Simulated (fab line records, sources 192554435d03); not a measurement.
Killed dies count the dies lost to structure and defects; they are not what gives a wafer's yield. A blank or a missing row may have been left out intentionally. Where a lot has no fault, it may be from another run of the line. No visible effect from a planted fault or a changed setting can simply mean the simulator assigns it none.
Code-filled problem report in 8D (eight disciplines) form || flow n5-finfet || the parts of the form that need people (team, actions taken, sign-off) are left out

1. PROBLEM STATEMENT
Wafers without a fault read 836 W, standard deviation 3.1; rf-fwd-power-W at N5_BEOL_M3_ETCH_70 reads a mean of 1038 W on 2 wafers belonging to 2 lots. Measured from the usual mean, that is +65 standard deviations.
The step: etches SOC in N2/H2, target depth 80 nm, overetch 16 nm, time 120 s.
First seen on wafer L943.3, day 10 19:38, on rie-diel-06. Wafers with a number at this step in the record: 29, from 10 lots. By rule, "out" or "out of limits" means more than 4 standard deviations away from the usual mean. The other wafers with a number count as sound.

2. WHAT IT IS, AND WHAT IT ISN'T
{"question": "which readings at this step", "is": "rf-fwd-power-W, rf-vpp-V", "is not": "drypump-motor-current-A, oes-product-au, showerhead-plenum-p-Torr, throttle-valve-pct"}
{"question": "which lots", "is": "L943, L945", "is not": "L932, L933, L934, L936, L948, L949, L950, L955"}
{"question": "which wafers of those lots", "is": "L943.3, L945.2", "is not": "L943.1, L943.6, L945.1, L945.5"}
{"question": "read on which tools", "is": "rie-diel-06", "is not": "rie-diel-02, rie-diel-04"}
{"question": "when", "is": "from day 10 19:38", "is not": "up to then (13 sound wafers); but 14 sound wafers of L945, L948, L949, L950, L955 came after"}

3. SUSPECTS, AND WHAT RULES EACH OUT
Counting: if a tool at a process step up to the reading ran every lot that is out, it stays a suspect. Sound lots after the first of them don't rule it out here, since some wafers of a struck lot are sound.
- rie-diel-06 at N5_BEOL_M3_ETCH_70 (etches SOC in N2/H2, target depth 80 nm, overetch 16 nm, time 120 s): kept. Every lot that is out went through it, the first being L943 (day 10 19:38); the last sound lot it ran before that was L936 (day 8 06:31). On those wafers its own readings are out: rf-fwd-power-W, rf-vpp-V.
- Within rie-diel-06 at N5_BEOL_M3_ETCH_70: the wafers that are out ran in chamber 0; their sound lot-mates ran in chambers 2, 3.
After counting, what remains is rie-diel-06 at N5_BEOL_M3_ETCH_70.

4. THE CAUSE (what the simulator had put in)
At N5_BEOL_M3_ETCH_70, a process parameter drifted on rie-diel-06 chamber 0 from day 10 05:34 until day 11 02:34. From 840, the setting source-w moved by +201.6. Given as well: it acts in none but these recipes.
Counting left only this tool.

5. SEQUENCE OF EFFECTS, ordered by route
One row per reading whose mean, taken over the struck wafers that have a number, lies over 3 standard deviations from the usual. Readings are gone through only where the record gives a usual standard deviation; hours: the median, over the lots, of the time from a lot's start at the first step in this table giving one to that lot's start at this step; sigmas: the change measured in usual standard deviations.
{"hours": 0, "step": "N5_BEOL_M3_ETCH_70", "reading": "rf-fwd-power-W", "usual": "836 W", "on struck wafers": 1038, "change": "+202", "sigmas": "+65"}
{"hours": 0, "step": "N5_BEOL_M3_ETCH_70", "reading": "rf-vpp-V", "usual": "524.2 V", "on struck wafers": 488.8, "change": -35.4, "sigmas": -14}
Here are the process steps it includes:
- N5_BEOL_M3_ETCH_70: etches SOC in N2/H2, target depth 80 nm, overetch 16 nm, time 120 s.
At these later measuring or inspecting steps, every struck wafer for which the step has a row has a number for every such reading, and none has moved that far: N5_BEOL_M3_OCD_MEAS_38, N5_BEOL_M4_RC_MEAS_101.

6. WHAT WOULD HAVE CAUGHT IT SOONER
The fault began at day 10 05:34; the first out-of-limits reading in this record came at day 10 19:38, 14 hours later.
